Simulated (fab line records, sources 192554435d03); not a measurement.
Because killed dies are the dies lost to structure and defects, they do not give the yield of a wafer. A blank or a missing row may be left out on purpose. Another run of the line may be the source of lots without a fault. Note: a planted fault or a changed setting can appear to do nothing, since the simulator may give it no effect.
Chamber matching + flow n5_finfet + 3 sister chambers for N5_BEOL_M8_PECVD_70 on pecvd-02
The step deposits SiO2 from TEOS/O2, target thk 20 nm, time 22.7 s. 3 wafers are shown with their chamber, then 12 later ones without.

== WAFERS, EACH WITH ITS CHAMBER ==
| wafer  | chamber | throttle_valve_pct (%) |
|--------|---------|------------------------|
| L091.4 | 2       | 21.9                   |
| L091.5 | 0       | 24.4                   |
| L091.6 | 1       | 24.6                   |

== WAFERS WHOSE CHAMBER IS MISSING ==
| wafer  | throttle_valve_pct (%) |
|--------|------------------------|
| L093.1 | 24.7                   |
| L093.2 | 24.6                   |
| L093.5 | 21.9                   |
| L095.4 | 24.4                   |
| L095.5 | 24.3                   |
| L095.6 | 22.2                   |
| L094.1 | 24.8                   |
| L094.3 | 24.3                   |
| L094.5 | 24.6                   |
| L097.2 | 24.8                   |
| L097.3 | 24.7                   |
| L097.5 | 24.4                   |

== WHICH CHAMBER EACH WENT THROUGH ==
| wafer  | from the rows above     | in truth |
|--------|-------------------------|----------|
| L093.1 | can't be placed: 1 or 0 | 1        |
| L093.2 | can't be placed: 1 or 0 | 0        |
| L093.5 | 2                       | 2        |
| L095.4 | can't be placed: 0 or 1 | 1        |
| L095.5 | can't be placed: 0 or 1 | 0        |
| L095.6 | 2                       | 2        |
| L094.1 | can't be placed: 1 or 0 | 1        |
| L094.3 | can't be placed: 0 or 1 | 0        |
| L094.5 | can't be placed: 1 or 0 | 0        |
| L097.2 | can't be placed: 1 or 0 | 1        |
| L097.3 | can't be placed: 1 or 0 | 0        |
| L097.5 | can't be placed: 0 or 1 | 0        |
Correct placement for 2 of the 12. From these rows, 10 cannot be placed; in 10 the true chamber is one of the candidates. Number placed wrongly: 0.
How it was worked out, from the rows above alone: a wafer's distance from a chamber is the root of the sum, over the readings, of the square of ((its reading less the chamber's mean) divided by the reading's scatter). If the next closest chamber is less than 2 further off than the closest, the wafer can't be placed; otherwise it belongs to the closest. The mean given for a chamber averages the wafers shown for that chamber. The scatter: with one shown wafer a chamber, the root of the mean of the squares of how far each hidden wafer lies from its nearest shown one.
